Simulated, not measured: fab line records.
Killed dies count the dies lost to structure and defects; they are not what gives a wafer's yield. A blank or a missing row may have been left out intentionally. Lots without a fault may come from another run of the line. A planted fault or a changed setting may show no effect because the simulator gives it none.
Chamber matching ; flow n5_finfet ; 3 sister chambers for N5_BEOL_M2_CO_CAP_55 on cvd_co-01
The step material Co, precursor CCTBA/H2, target thk 2 nm, time 102.1 s. 24 wafers are shown with their chamber, then 12 later ones without.

## WAFERS PAIRED WITH THEIR CHAMBERS
wafer;chamber;heater_power_w (W)
L075.1;1;230
L075.3;2;187
L075.6;1;235
L077.2;0;226
L077.3;2;187
L077.6;2;190
L078.2;2;187
L078.3;1;233
L078.5;0;240
L079.1;2;190
L079.4;2;185
L079.6;1;233
L082.1;1;234
L082.2;2;188
L082.4;0;231
L083.1;2;192
L083.3;1;229
L083.6;0;234
L087.2;2;186
L087.5;1;230
L087.6;0;241
L088.1;1;230
L088.2;0;232
L088.6;1;231

SIGNATURES (means of the wafers above)
reading;chamber 0;chamber 1;chamber 2;scatter within a chamber
heater_power_w;234.00;231.67;188.00;3.37
Rule: distance of a wafer from a chamber = root of the sum over the readings of ((wafer's reading minus chamber's mean) / reading's scatter) squared. The wafer belongs to the nearest chamber; if the next one is less than 2 further off, it can't be placed. The scatter: take each reading less its chamber's mean, square it, sum over the shown wafers, divide by the number of wafers less the number of chambers, and take the root.

## WAFERS WITH NO CHAMBER GIVEN
wafer;heater_power_w (W)
L089.1;232
L089.3;188
L089.5;189
L091.1;231
L091.3;188
L091.5;234
L093.1;230
L093.3;188
L093.4;238
L095.2;187
L095.3;239
L095.5;191

## THE CHAMBER EACH PASSED THROUGH
wafer;from the rows above;in truth
L089.1;can't be placed: 1 or 0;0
L089.3;2;2
L089.5;2;2
L091.1;can't be placed: 1 or 0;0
L091.3;2;2
L091.5;can't be placed: 0 or 1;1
L093.1;can't be placed: 1 or 0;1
L093.3;2;2
L093.4;can't be placed: 0 or 1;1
L095.2;2;2
L095.3;can't be placed: 0 or 1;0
L095.5;2;2
Correct placement for 6 of the 12. Unplaceable from these rows: 6, with the true chamber sitting among the candidates in 6. Wrongly placed: 0.
